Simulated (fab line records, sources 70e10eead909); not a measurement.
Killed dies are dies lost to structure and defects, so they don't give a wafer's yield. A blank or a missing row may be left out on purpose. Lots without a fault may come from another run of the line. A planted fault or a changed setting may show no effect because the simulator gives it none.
Chamber matching | flow nand_harc | NHARC_A_STAIRCASE_DESCUM_252 on rie_diel-01: 4 sister chambers
The step chemistry O2, time 3 s. 4 wafers are shown with their chamber, then 8 later ones without.

WAFERS WITH THEIR CHAMBER
wafer  | chamber | showerhead_plenum_p_Torr (Torr)
L089.4 | 1       | 2.03
L089.5 | 3       | 1.94
L089.6 | 2       | 1.92
L090.1 | 0       | 1.93

WAFERS WITHOUT THEIR CHAMBER
wafer  | showerhead_plenum_p_Torr (Torr)
L090.3 | 1.94
L090.5 | 1.93
L090.2 | 1.92
L090.4 | 2.03
L090.6 | 1.94
L094.1 | 1.91
L094.4 | 1.93
L094.6 | 1.91

WHICH CHAMBER EACH WENT THROUGH
wafer  | from the rows above | in truth
L090.3 | 3                   | 3
L090.5 | 0                   | 0
L090.2 | 2                   | 2
L090.4 | 1                   | 1
L090.6 | 3                   | 3
L094.1 | 2                   | 2
L094.4 | 0                   | 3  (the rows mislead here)
L094.6 | 2                   | 2
Placed correctly: 7 of 8. Can't be placed from these rows: 0. Placed wrongly: 1.
How it was worked out, from the rows above alone: a wafer's distance from a chamber is the root of the sum, over the readings, of the square of ((its reading less the chamber's mean) divided by the reading's scatter). The wafer belongs to the nearest chamber; if the next one is less than 2 further off, it can't be placed. A chamber's mean is the mean of its shown wafers. The scatter: with one shown wafer a chamber, the root of the mean of the squares of how far each hidden wafer lies from its nearest shown one.
